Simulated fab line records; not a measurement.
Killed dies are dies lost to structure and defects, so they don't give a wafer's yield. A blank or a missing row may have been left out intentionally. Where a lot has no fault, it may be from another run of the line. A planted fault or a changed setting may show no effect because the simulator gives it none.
A struck lot beside a sound one | flow nand_harc | 24 out of 1302 route steps
Sound: wafers L448.1, L448.3, L448.5. Wafers struck: L458.1, L458.3, L458.6. The cause is given at the end.
Each step with rows lists, per side, the tool, then ch with its chambers, then its first start. Under that, the readings that differ: sound wafers | struck wafers | difference of the means | sigmas: that difference in standard deviations of wafers without a fault.
alike: words and numbers the same on both sides, and readings whose means are apart by under 2 such deviations; not compared: readings that were withheld, readings missing a value for some wafer, numbers with overlapping values and no deviation given by the record, and bounds like >300 which may hide the same value.
Wherever a step has rows on one side only, a row that says differs or no value, or a row with sigmas, the two part there. When numbers do not overlap yet have no deviation, they are printed without sigmas and do not part them. A reading missing from all wafers of one side parts the sides only when that side holds two or more wafers.

NHARC_A_M0_INSPECT_27:
  struck on defect_inspect-02, day 30 15:49; sound on defect_inspect-01, day 26 21:57
  alike: raw_defect_count
NHARC_A_M0_PRE_CLEAN_31: time 12 s.
  sound on pecvd-01 ch 0,1,2, day 26 22:01; struck on pecvd-01 ch 0,1,2, day 30 15:53
  alike: heater_power_w, susceptor_temp_C
NHARC_A_M0_DEP_32: deposits SiCN, target thk 30 nm.
  sound on pecvd-01 ch 0,1,2, day 26 22:06; struck on pecvd-01 ch 0,1,2, day 30 15:58
  alike: heater_power_w, susceptor_temp_C
then, 8 steps without rows for these wafers: NHARC_A_M1_DEP_00 (deposits SiOC, target thk 182.5 nm); NHARC_A_M1_DEHYDRATE_01 (time 120 s); NHARC_A_M1_HMDS_02 (time 30 s); NHARC_A_M1_COAT_34 (time 65 s); NHARC_A_M1_COAT_03 (resist thk 90 nm); NHARC_A_M1_SOFTBAKE_04 (time 55 s); NHARC_A_M1_EBR_05; NHARC_A_M1_EXPOSE_06 (exposes mask A M1, target cd 120 nm).
NHARC_A_M1_PEB_07: peb time 65 s.
  sound on litho_track-06 ch 0, day 26 23:16; struck on litho_track-06 ch 0, day 30 17:07
  reading                  | sound               | struck               | difference | sigmas
  heater_power_total_W (W) | 156.7 157.1 156.3   | 159.1 158.3 158.7    | +2.0       | +5
  plate_temp_C (C)         | 99.98 100.14 100.16 | 101.09 100.99 100.93 | +0.91      | +6
  alike: exhaust_pa
then, 1 step without rows for these wafers: NHARC_A_M1_DEVELOP_08 (develop time 35 s).
NHARC_A_M1_CD_MEAS_09 targets a cd of 120 nm.
  sound on cd_sem-01 ch 0, day 26 23:21; struck on cd_sem-01 ch 0, day 30 17:11
  reading    | sound             | struck            | difference | sigmas
  cd_nm (nm) | 119.9 119.9 120.7 | 122.8 122.4 122.9 | +2.5       | +4
NHARC_A_M1_OVL_MEAS_10: pitch 240 nm.
  struck on overlay-02, day 30 17:17; sound on overlay-02, day 26 23:26
  alike: overlay_x_nm, overlay_y_nm
NHARC_A_M1_INSPECT_11:
  struck on defect_inspect-01, day 30 17:19; sound on defect_inspect-01, day 26 23:29
  alike: raw_defect_count
NHARC_A_M1_DESCUM_14: chemistry O2, time 3 s.
  sound on rie_diel-10 ch 0,2,3, day 26 23:32; struck on rie_diel-12 ch 0,3, day 30 17:23
  reading               | sound           | struck          | difference | sigmas
  model.A_M1.cd_nm (nm) | 119.9 120.4 121 | 123.3 122.5 123 | +2.5       |
  alike: chamber_pressure_mTorr, drypump_motor_current_A, oes_product_au, rf_vpp_V, showerhead_plenum_p_Torr, throttle_valve_pct
  not compared: rf_hours_counter_h
NHARC_A_M1_ETCH_35: etches the open film in N2/H2, target depth 40 nm, overetch 12 nm, time 43.94 s.
  sound on rie_diel-10 ch 0,2,3, day 26 23:37; struck on rie_diel-12 ch 0,1,3, day 30 17:28
  alike: bias_w, chamber_pressure_mTorr, drypump_motor_current_A, oes_product_au, rf_vpp_V, showerhead_plenum_p_Torr, throttle_valve_pct
  not compared: rf_hours_counter_h
NHARC_A_M1_ETCH_15: etches the open film in C4F8/Ar, target depth 182.5 nm, time 91.2 s.
  sound on rie_diel-10 ch 0,2,3; struck on rie_diel-12 ch 2,3
  alike: bias_w, chamber_pressure_mTorr, oes_product_au, rf_vpp_V
  not compared: rf_hours_counter_h
NHARC_A_M1_CD_MEAS_16:
  struck on cd_sem-01, day 30 17:41; sound on cd_sem-01, day 26 23:52
  reading    | sound             | struck            | difference | sigmas
  cd_nm (nm) | 119.5 119.7 121.1 | 123.6 122.2 123.2 | +2.9       | +3
NHARC_A_M1_STRIP_18: strips in N2/H2.
  sound on rie_diel-11 ch 1,2, day 26 23:56; struck on rie_diel-12 ch 0,1, day 30 17:47
  alike: chamber_pressure_mTorr, drypump_motor_current_A, oes_product_au, rf_vpp_V, showerhead_plenum_p_Torr, throttle_valve_pct
  not compared: rf_hours_counter_h
NHARC_A_M1_ETCH_28: etches the open film in CF4/N2, target depth 30 nm, time 72.99 s.
  sound on rie_diel-11 ch 1,2,3; struck on rie_diel-12 ch 2,3
  reading               | sound           | struck            | difference | sigmas
  model.A_M1.cd_nm (nm) | 120 119.8 121.1 | 123.1 121.8 122.8 | +2.3       |
  alike: bias_w, chamber_pressure_mTorr, drypump_motor_current_A, oes_product_au, rf_vpp_V, showerhead_plenum_p_Torr, throttle_valve_pct
  not compared: rf_hours_counter_h
then, 1 step without rows for these wafers: NHARC_A_M1_STRIP_19 (strips in post etch residue remover, time 600 s).
NHARC_END_SORT_01:
  the record has rows for the sound wafers here (prober-02 ch 0, day 28 13:38) and none for the struck ones

WHERE THEY PART
First at NHARC_A_M1_PEB_07; last, within this record, at NHARC_END_SORT_01.

WHY: the cause the simulator had injected
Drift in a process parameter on litho_track-06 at NHARC_A_M1_PEB_07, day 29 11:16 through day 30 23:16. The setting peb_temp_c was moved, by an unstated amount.
